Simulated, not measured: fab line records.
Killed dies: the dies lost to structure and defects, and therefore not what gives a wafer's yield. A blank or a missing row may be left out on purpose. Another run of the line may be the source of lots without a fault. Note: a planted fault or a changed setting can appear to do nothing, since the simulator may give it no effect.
A struck lot beside a sound one :: flow n5 finfet :: 21 steps out of a route of 1938
Sound: the wafers L863.3, L863.4, L863.6. Wafers struck: L866.1, L866.3. The cause comes at the end.
For every step that has rows: the tool of each side, followed by ch and its chambers, followed by its first start. Under that, the readings that differ: sound wafers :: struck wafers :: difference of the means :: sigmas: that difference in standard deviations of wafers without a fault.
alike: same words and numbers on both sides, and readings whose means sit less than 2 such deviations apart. not compared: any withheld reading, any reading some wafer has no value for, any bound like >300 that may hide the same value, and any number with overlapping values for which the record gives no deviation.
Wherever a step has rows on one side only, a row that says differs or no value, or a row with sigmas, the two part there. Non-overlapping numbers with no deviation appear without sigmas and do not part them. A reading that every wafer of one side lacks parts them only if that side has two wafers or more.

N5_BEOL_M14_STRIP_63: strips in O2.
  sound on rie diel-04 ch 1,2,3; struck on rie diel-05 ch 1,2
  alike: drypump motor current A, oes product au, rf vpp V, showerhead plenum p Torr, throttle valve pct
  not compared: rf hours counter h
N5_BEOL_M14_STRIP_64: strips in O2.
  sound on rie diel-04 ch 1,2,3; struck on rie diel-05 ch 1,2
reading: drypump motor current A (A)
sound: 5.3 6.1 4.9
struck: 6.3 6.5
difference: +1.0
sigmas: +2
  alike: oes product au, rf vpp V, showerhead plenum p Torr, throttle valve pct
  not compared: rf hours counter h
then, 2 steps without rows for these wafers: N5_BEOL_M14_STRIP_71 (strips in post etch residue remover, time 60 s); N5_BEOL_M14_SRD_72 (time 30 s, dry time 30 s).
N5_BEOL_M14_CD_MEAS_17: target cd 250 nm.
  sound: cd sem-03 at day 11 10:51; struck: cd sem-03 at day 12 00:49
  alike: cd nm
then, 7 steps without rows for these wafers: N5_BEOL_M14_COAT_65 (time 60 s, resist thk 450 nm); N5_BEOL_M14_COAT_66 (time 60 s, resist thk 110 nm); N5_BEOL_M14_COAT_22 (resist thk 300 nm); N5_BEOL_M14_EBR_24; N5_BEOL_M14_SOFTBAKE_23 (time 60 s); N5_BEOL_M14_EXPOSE_25 (exposes mask M14, target cd 280 nm); N5_BEOL_M14_PEB_26 (peb time 90 s).
N5_BEOL_M14_DEVELOP_27: develop time 45 s.
  sound on litho track-01 ch 0, day 11 11:04; struck on litho track-01 ch 0, day 12 01:09
  alike: chill plate temp C, resist line temp C
then, 1 step without rows for these wafers: N5_BEOL_M14_HARDBAKE_32 (time 120 s).
N5_BEOL_M14_CD_MEAS_28: target cd 284.4 nm.
  sound on cd sem-01 ch 0, day 11 11:10; struck on cd sem-01 ch 0, day 12 01:16
  alike: cd nm
N5_BEOL_M14_OVL_MEAS_29:
  sound on overlay-01 ch 0, day 11 11:12; struck on overlay-01 ch 0, day 12 01:17
reading: M14_OVL (nm)
sound: -5 -8 -2
struck: 9 4
difference: +12
sigmas: +2
N5_BEOL_M14_INSPECT_30: inspects for defects (macro).
  sound: defect inspect-02 at day 11 11:14; struck: defect inspect-02 at day 12 01:19
  alike: raw defect count
N5_BEOL_M14_DESCUM_33: chemistry O2, time 7.9 s.
  sound on rie diel-05 ch 0,2, day 11 11:16; struck on rie diel-05 ch 0,1, day 12 01:30
  alike: drypump motor current A, oes product au, rf vpp V, showerhead plenum p Torr, throttle valve pct
  not compared: rf hours counter h
N5_BEOL_M14_ETCH_67: etches SiARC in CF4, target depth 143 nm, time 238.3 s.
  sound on rie diel-05 ch 0,2, day 11 11:17; struck on rie diel-05 ch 0,1, day 12 01:32
reading: model.coat_of_BEOL_M14_COAT_22.thk nm (nm)
sound: 211.6 210.4 211
struck: 209.6 210.2
difference: -1.1
sigmas: 
  alike: drypump motor current A, etch rf on time s, oes product au, rf vpp V, showerhead plenum p Torr, throttle valve pct
  not compared: rf hours counter h
N5_BEOL_M14_ETCH_68: etches SOC in N2/H2, time 450 s.
  sound on rie diel-05 ch 0,2, day 11 11:26; struck on rie diel-05 ch 0,1, day 12 01:41
  alike: drypump motor current A, oes product au, rf vpp V, showerhead plenum p Torr, throttle valve pct
  not compared: rf hours counter h
N5_PASSIVATION_PROBE_49:
  only the struck wafers here have rows in the record (prober-01, day 13 04:16); the sound ones have none

== WHERE THEY PART ==
At N5_BEOL_M14_STRIP_64 first; at N5_PASSIVATION_PROBE_49 last (within this record only).

WHY: what the simulator had put in
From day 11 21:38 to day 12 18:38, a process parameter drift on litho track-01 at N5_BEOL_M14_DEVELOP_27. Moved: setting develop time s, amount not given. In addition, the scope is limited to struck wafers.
